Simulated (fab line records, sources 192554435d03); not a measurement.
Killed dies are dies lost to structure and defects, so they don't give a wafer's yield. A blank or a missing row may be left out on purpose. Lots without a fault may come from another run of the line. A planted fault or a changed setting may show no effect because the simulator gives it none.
A struck lot beside a sound one | flow n5_finfet | 35 steps out of a route of 1938
Sound: wafers L366.1, L366.2, L366.5. Struck: wafers L363.1, L363.5, L363.6. The cause comes at the end.
At each step with rows: each side's tool, then ch and its chambers, then its first start. Under that, the readings that differ: sound wafers | struck wafers | difference of the means | sigmas: that difference in standard deviations of wafers without a fault.
alike: readings whose means differ by less than 2 such deviations, and words and numbers that are the same on both sides. not compared: withheld readings, readings that some wafer has no value for, bounds like >300 that may hide the same value, and numbers for which the record gives no deviation and whose values overlap.
The two part at a step that has a row with sigmas, a row that says differs or no value, or rows on one side only. Numbers that don't overlap but have no deviation are shown without sigmas and don't part them. A reading that every wafer of one side lacks parts them only if that side has two wafers or more.

first, 9 steps without rows for these wafers: N5_BEOL_M4_ILD_DEP_00 (deposits SiOC from DEMS/O2, target thk 79 nm, time 15.3 s); N5_BEOL_M4_PECVD_72 (deposits SiO2 from TEOS/O2, target thk 16 nm, time 18 s); N5_BEOL_M4_HM_DEP_02 (deposits TiN, target thk 20 nm); N5_BEOL_M4_COAT_61 (time 60 s, resist thk 60 nm); N5_BEOL_M4_COAT_62 (time 60 s, resist thk 12 nm); N5_BEOL_M4_COAT_73 (time 60 s, resist thk 5 nm); N5_BEOL_M4_COAT_05 (resist thk 30 nm); N5_BEOL_M4_EBR_07; N5_BEOL_M4_SOFTBAKE_06 (time 60 s).
N5_BEOL_M4_EXPOSE_08: exposes mask M4.
  sound on euv_scanner-02 ch 0, day 12 13:41; struck on euv_scanner-01 ch 0, day 12 04:41
  reading                         | sound | struck         | difference | sigmas
  model.BEOL_M4.overlay_x_nm (nm) | 0 0 0 | 14.6 14.6 14.6 | +14.6      |
  alike: mask, focus_offset_nm
then, 2 steps without rows for these wafers: N5_BEOL_M4_PEB_09 (peb time 60 s); N5_BEOL_M4_DEVELOP_10 (develop time 30 s).
N5_BEOL_M4_OVL_MEAS_12:
  sound on overlay-01 ch 0, day 12 13:50; struck on overlay-01 ch 0, day 12 04:50
  reading     | sound          | struck         | difference | sigmas
  M4_OVL (nm) | -1.4 -0.3 -1.0 | 14.7 14.8 15.0 | +15.7      | +27
then, 20 steps without rows for these wafers: N5_BEOL_M4_DESCUM_16 (chemistry O2, time 7 s); N5_BEOL_M4_ETCH_74 (etches underlayer in N2/H2, target depth 6.5 nm, time 5.2 s); N5_BEOL_M4_ETCH_63 (etches SiARC in CF4, target depth 15.6 nm, time 26 s); N5_BEOL_M4_ETCH_64 (etches SOC in N2/H2, target depth 75 nm, overetch 22.5 nm, time 121.9 s); N5_BEOL_M4_STRIP_65 (strips in N2/H2); N5_BEOL_M4_STRIP_75 (strips in N2/H2); N5_BEOL_M4_STRIP_66 (strips in CF4); N5_BEOL_M4_HM_OPEN_17 (chemistry Cl2/BCl3, target TiN, target depth 20 nm, overetch 6 nm); N5_BEOL_M4_STRIP_19 (strips in O2); N5_BEOL_M4_COAT_67 (time 60 s, resist thk 60 nm); N5_BEOL_M4_COAT_68 (time 60 s, resist thk 12 nm); N5_BEOL_M4_COAT_76 (time 60 s, resist thk 5 nm); N5_BEOL_M4_COAT_22 (resist thk 30 nm); N5_BEOL_M4_EBR_24; N5_BEOL_M4_SOFTBAKE_23 (time 60 s); N5_BEOL_M4_EXPOSE_25 (exposes mask V3, defocus 5 nm); N5_BEOL_M4_PEB_26 (peb time 60 s); N5_BEOL_M4_DEVELOP_27 (develop time 30 s); N5_BEOL_M4_DESCUM_33 (chemistry O2, time 7 s); N5_BEOL_M4_ETCH_77 (etches underlayer in N2/H2, target depth 6.5 nm, time 5.2 s).
N5_BEOL_M4_RC_MEAS_101:
  sound on prober-01 ch 0, day 12 22:38; struck on prober-02 ch 0, day 12 17:44
  alike: DIBL_N, DIBL_P, IOFF_N, IOFF_P, ION_N, ION_P, SS_N, SS_P, VT_N, VT_P
-- the record jumps here: 4 days lie between the struck wafers' starts before and after (it left off in module BEOL_M4 and takes up again in module PASSIVATION, whose first step shown is number 1936 of the route) --
N5_PASSIVATION_PROBE_49:
  the record has rows for the struck wafers here (prober-01, day 17 02:33) and none for the sound ones

WHERE THEY PART
First at N5_BEOL_M4_OVL_MEAS_12; last, within this record, at N5_PASSIVATION_PROBE_49.

WHY: what the simulator had put in
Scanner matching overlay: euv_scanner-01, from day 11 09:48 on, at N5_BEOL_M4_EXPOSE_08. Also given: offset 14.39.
